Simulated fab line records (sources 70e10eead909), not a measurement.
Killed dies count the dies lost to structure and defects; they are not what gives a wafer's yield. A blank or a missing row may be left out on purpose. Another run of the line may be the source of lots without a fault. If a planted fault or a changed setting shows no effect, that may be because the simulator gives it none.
Which tool did it? -- flow nandHarc -- 24 lots with 72 wafers sampled at 5 steps, on a route of 1159 steps

## WHAT THE GAUGES READ, wafer by wafer
NHARC_P_M0_INSPECT_27. Usual: rawDefectCount reads 328 (standard deviation 120).
lot,measured,on,rawDefectCount,flag
L074,day 5 20:44,defectInspect-02,232 379 347,
L075,day 5 21:40,defectInspect-01,224 436 276,
L077,day 6 13:59,defectInspect-02,273 533 432,
L076,day 6 14:23,defectInspect-01,295 418 369,
L078,day 6 16:21,defectInspect-02,276 334 288,
L080,day 7 03:43,defectInspect-02,224 229 362,
L079,day 7 03:31,defectInspect-02,137 156 259,
L081,day 7 18:04,defectInspect-01,290 405 321,
L082,day 8 03:10,defectInspect-02,289 274 310,
L083,day 8 08:03,defectInspect-01,379 261 277,
L084,day 8 14:56,defectInspect-02,294 411 219,
L085,day 8 16:38,defectInspect-02,252 153 157,
L086,day 9 11:01,defectInspect-02,250 237 238,
L087,day 9 11:32,defectInspect-01,295 167 332,
L089,day 9 12:40,defectInspect-01,250 256 140,
L088,day 9 18:23,defectInspect-01,354 342 259,
L090,day 10 02:55,defectInspect-02,140 147 185,
L091,day 10 03:37,defectInspect-01,542 429 651,
L092,day 10 14:58,defectInspect-01,385 426 292,
L093,day 11 00:32,defectInspect-01,284 386 249,
L094,day 11 00:47,defectInspect-01,313 266 295,
L095,day 11 04:11,defectInspect-01,284 302 413,
L096,day 11 05:05,defectInspect-01,422 367 264,
L097,day 11 15:12,defectInspect-01,299 322 584,

## EACH LOT AND THE TOOL THAT RAN IT (in order: tool; ch and the chambers of the sampled wafers; start)
lot,NHARC_P_GATE_STRIP_95,NHARC_P_CONTACT_CMP_24,NHARC_P_M0_PVD_21,NHARC_P_M0_CMP_23
L074,"plasmaAsher-02 ch 0,1, day 5 10:09","cmp-04 ch 1,2,3, day 5 16:31","pvdSputter-01, day 5 20:17 or earlier","cmp-03 ch 1,3, day 5 20:17"
L075,"plasmaAsher-02 ch 1, day 5 10:55","cmp-03 ch 1,2,3, day 5 17:20","pvdSputter-01, day 5 21:12 or earlier","cmp-03 ch 0,2, day 5 21:12"
L077,"plasmaAsher-01 ch 0,1, day 6 02:36","cmp-01 ch 0,2,3, day 6 10:02","pvdSputter-02, day 6 13:33 or earlier","cmp-03 ch 0,1,3, day 6 13:33"
L076,"plasmaAsher-02 ch 0, day 6 03:08","cmp-01 ch 0,2,3, day 6 10:23","pvdSputter-01, day 6 13:54 or earlier","cmp-03 ch 1,2,3, day 6 13:54"
L078,"plasmaAsher-02 ch 0,1, day 6 05:44","cmp-01 ch 0,2,3, day 6 12:24","pvdSputter-03, day 6 15:53 or earlier","cmp-02 ch 1,2,3, day 6 15:53"
L080,"plasmaAsher-02 ch 0,1, day 6 14:25","cmp-03 ch 2,3, day 6 23:28","pvdSputter-02, day 7 03:17 or earlier","cmp-02 ch 2,3, day 7 03:17"
L079,"plasmaAsher-01 ch 0,1, day 6 14:46","cmp-01 ch 1,2, day 6 23:32","pvdSputter-01, day 7 03:02 or earlier","cmp-03 ch 0,1,2, day 7 03:02"
L081,"plasmaAsher-01 ch 1, day 7 07:20","cmp-04 ch 0,1,2, day 7 14:04","pvdSputter-01, day 7 17:36 or earlier","cmp-04 ch 1,2,3, day 7 17:36"
L082,"plasmaAsher-02 ch 0,1, day 7 14:56","cmp-04 ch 1,2,3, day 7 23:07","pvdSputter-03, day 8 02:41 or earlier","cmp-04 ch 0,1,3, day 8 02:41"
L083,"plasmaAsher-02 ch 0,1, day 7 21:17","cmp-03 ch 0,1,3, day 8 03:44","pvdSputter-03, day 8 07:35 or earlier","cmp-04 ch 1,2,3, day 8 07:35"
L084,"plasmaAsher-02 ch 0,1, day 8 01:52","cmp-04 ch 2,3, day 8 10:58","pvdSputter-02, day 8 14:29 or earlier","cmp-04 ch 1,2,3, day 8 14:29"
L085,"plasmaAsher-02 ch 0,1, day 8 02:38","cmp-03 ch 1,2,3, day 8 12:11","pvdSputter-02, day 8 16:10 or earlier","cmp-04 ch 0,1, day 8 16:10"
L086,"plasmaAsher-01 ch 0,1, day 8 17:38","cmp-01 ch 0,2, day 9 07:02","pvdSputter-03, day 9 10:32 or earlier","cmp-03 ch 0,2,3, day 9 10:32"
L087,"plasmaAsher-01 ch 0,1, day 8 18:25","cmp-03 ch 0,1,3, day 9 07:36","pvdSputter-02, day 9 11:04 or earlier","cmp-04 ch 2,3, day 9 11:04"
L089,"plasmaAsher-01 ch 0,1, day 8 21:14","cmp-01 ch 1,2,3, day 9 08:53","pvdSputter-02, day 9 12:17 or earlier","cmp-03 ch 0,1,3, day 9 12:17"
L088,"plasmaAsher-02 ch 0,1, day 9 01:55","cmp-01 ch 1,3, day 9 14:25","pvdSputter-01, day 9 17:55 or earlier","cmp-03 ch 0,1, day 9 17:55"
L090,"plasmaAsher-02 ch 0,1, day 9 10:32","cmp-03 ch 1,2, day 9 22:56","pvdSputter-03, day 10 02:29 or earlier","cmp-03 ch 0,2, day 10 02:29"
L091,"plasmaAsher-01 ch 0,1, day 9 10:38","cmp-04 ch 0,1,2, day 9 23:15","pvdSputter-03, day 10 03:10 or earlier","cmp-02 ch 0,1,2, day 10 03:10"
L092,"plasmaAsher-02 ch 0,1, day 10 02:01","cmp-03 ch 1,3, day 10 10:59","pvdSputter-03, day 10 14:30 or earlier","cmp-04 ch 1,2,3, day 10 14:30"
L093,"plasmaAsher-01 ch 0,1, day 10 11:41","cmp-04 ch 1,2, day 10 20:34","pvdSputter-02, day 11 00:04 or earlier","cmp-02 ch 0,3, day 11 00:04"
L094,"plasmaAsher-02 ch 0, day 10 11:56","cmp-03 ch 0,1,3, day 10 20:34","pvdSputter-03, day 11 00:19 or earlier","cmp-04 ch 0,1, day 11 00:19"
L095,"plasmaAsher-01 ch 0,1, day 10 17:40","cmp-03 ch 1,2,3, day 11 00:07","pvdSputter-01, day 11 03:43 or earlier","cmp-04 ch 0,1,2, day 11 03:43"
L096,"plasmaAsher-02 ch 0,1, day 10 18:37","cmp-03 ch 0,1,3, day 11 01:06","pvdSputter-02, day 11 04:37 or earlier","cmp-04 ch 1,2, day 11 04:37"
L097,"plasmaAsher-01 ch 1, day 11 04:20","cmp-01 ch 0,1,3, day 11 10:38","pvdSputter-01, day 11 14:42 or earlier","cmp-02 ch 1,2,3, day 11 14:42"
- NHARC_P_GATE_STRIP_95: strips in O2.
- NHARC_P_CONTACT_CMP_24: polishes, t overpolish 30 s, target thk 200 nm.
- NHARC_P_M0_PVD_21: deposits Cu, target thk 30 nm, time 20.49 s.
- NHARC_P_M0_CMP_23: polishes, t overpolish 20 s, target thk 117.53 nm.

## WHAT THE TOOLS THEMSELVES READ (means of the sampled wafers that have a number; where no wafer has one, the mark that the record gives instead)
NHARC_P_GATE_STRIP_95. Usual: drypumpMotorCurrentA 6.0 A, standard deviation 0.4; heaterPowerW 300 W, standard deviation 19.
lot,tool,drypumpMotorCurrentA (A),heaterPowerW (W),flag
L074,plasmaAsher-02,6.2,304,
L075,plasmaAsher-02,5.8,276,
L077,plasmaAsher-01,5.6,298,
L076,plasmaAsher-02,6.4,324,
L078,plasmaAsher-02,6.0,289,
L080,plasmaAsher-02,6.0,298,
L079,plasmaAsher-01,5.8,296,
L081,plasmaAsher-01,5.3,304,
L082,plasmaAsher-02,6.0,294,
L083,plasmaAsher-02,6.0,292,
L084,plasmaAsher-02,6.2,305,
L085,plasmaAsher-02,6.0,292,
L086,plasmaAsher-01,5.8,295,
L087,plasmaAsher-01,5.6,299,
L089,plasmaAsher-01,5.6,305,
L088,plasmaAsher-02,6.2,314,
L090,plasmaAsher-02,6.2,310,
L091,plasmaAsher-01,5.6,298,
L092,plasmaAsher-02,6.0,299,
L093,plasmaAsher-01,5.8,292,
L094,plasmaAsher-02,6.4,334,
L095,plasmaAsher-01,5.6,298,
L096,plasmaAsher-02,6.2,306,
L097,plasmaAsher-01,5.3,308,

NHARC_P_CONTACT_CMP_24. Usual: motorCurrentA 12.4 A, standard deviation 1.4; overpolishRunS 29.999 s, standard deviation 0.0082; timeToEndpointS 41.0 s, standard deviation 2.7.
lot,tool,motorCurrentA (A),overpolishRunS (s),timeToEndpointS (s),flag
L074,cmp-04,12.8,29.992,38.3,
L075,cmp-03,13.0,30.006,40.5,
L077,cmp-01,11.9,29.996,40.6,
L076,cmp-01,11.7,30.003,41.9,
L078,cmp-01,11.4,29.991,43.0,
L080,cmp-03,11.9,30.001,36.4,
L079,cmp-01,11.7,30.009,44.5,
L081,cmp-04,11.8,29.994,36.5,
L082,cmp-04,12.5,29.995,40.1,
L083,cmp-03,13.1,29.991,43.3,
L084,cmp-04,13.5,29.992,40.3,
L085,cmp-03,13.0,29.997,39.6,
L086,cmp-01,11.8,29.996,41.9,
L087,cmp-03,12.7,30.001,42.8,
L089,cmp-01,11.1,30.001,44.0,
L088,cmp-01,10.9,29.998,42.9,
L090,cmp-03,13.4,30.005,41.5,
L091,cmp-04,11.5,30.001,37.4,
L092,cmp-03,12.4,30.003,40.3,
L093,cmp-04,11.6,30.003,39.0,
L094,cmp-03,13.6,29.988,42.8,
L095,cmp-03,12.8,29.997,42.4,
L096,cmp-03,13.8,29.998,40.7,
L097,cmp-01,11.1,29.997,42.8,

NHARC_P_M0_PVD_21. Usual: chamberPressurePa 4.999 Pa, standard deviation 0.012; throttleValvePct 30.2 %, standard deviation 0.82.
lot,tool,chamberPressurePa (Pa),throttleValvePct (%),flag
L074,pvdSputter-01,5.006,30.1,
L075,pvdSputter-01,5.002,29.6,
L077,pvdSputter-02,4.997,30.1,
L076,pvdSputter-01,4.998,29.3,
L078,pvdSputter-03,5.004,30.9,
L080,pvdSputter-02,4.994,30.4,
L079,pvdSputter-01,4.997,30.1,
L081,pvdSputter-01,4.996,29.7,
L082,pvdSputter-03,5.008,30.9,
L083,pvdSputter-03,4.999,30.4,
L084,pvdSputter-02,4.987,29.8,
L085,pvdSputter-02,4.998,30.7,
L086,pvdSputter-03,5.003,30.8,
L087,pvdSputter-02,5.010,29.9,
L089,pvdSputter-02,4.997,30.6,
L088,pvdSputter-01,4.998,28.9,
L090,pvdSputter-03,4.996,30.5,
L091,pvdSputter-03,4.995,30.8,
L092,pvdSputter-03,5.001,30.7,
L093,pvdSputter-02,5.009,30.3,
L094,pvdSputter-03,5.004,30.3,
L095,pvdSputter-01,4.999,29.5,
L096,pvdSputter-02,5.002,29.7,
L097,pvdSputter-01,5.003,30.8,

NHARC_P_M0_CMP_23. Usual: motorCurrentA 12.5 A, standard deviation 1.5; timeToEndpointS 28.9 s, standard deviation 2.5.
lot,tool,motorCurrentA (A),timeToEndpointS (s),flag
L074,cmp-03,12.8,31.9,
L075,cmp-03,14.3,28.5,
L077,cmp-03,13.0,27.0,
L076,cmp-03,12.9,27.2,
L078,cmp-02,12.6,28.5,
L080,cmp-02,12.0,27.9,
L079,cmp-03,13.9,31.0,
L081,cmp-04,12.3,29.5,
L082,cmp-04,11.7,28.6,
L083,cmp-04,12.5,30.8,
L084,cmp-04,12.3,31.6,
L085,cmp-04,10.6,26.7,
L086,cmp-03,13.5,32.2,
L087,cmp-04,13.5,29.4,
L089,cmp-03,13.1,29.5,
L088,cmp-03,14.0,32.1,
L090,cmp-03,14.1,29.7,
L091,cmp-02,12.3,25.8,
L092,cmp-04,12.5,26.0,
L093,cmp-02,10.8,30.4,
L094,cmp-04,10.5,27.6,
L095,cmp-04,11.7,28.4,
L096,cmp-04,11.6,25.8,
L097,cmp-02,12.2,29.9,

## THE ANSWER, worked out from the rows above alone
Rule: lot off if the mean of its wafers having a number is beyond 3 standard deviations from the usual mean. Also off: a lot with no number at a reading for which 4 or more lots have one. Any other lot the step has rows for is counted as sound. After the gauges, taken in route order, come the tools' own readings; for these a lot's mean is taken, as printed above. The first step at which some lot is off is used, and at that step the reading that is off furthest; a lot without a number counts as furthest.
Across all readings shown, no lot is off: no conclusion can be drawn from this.

## WHAT THE SIMULATOR PUT IN
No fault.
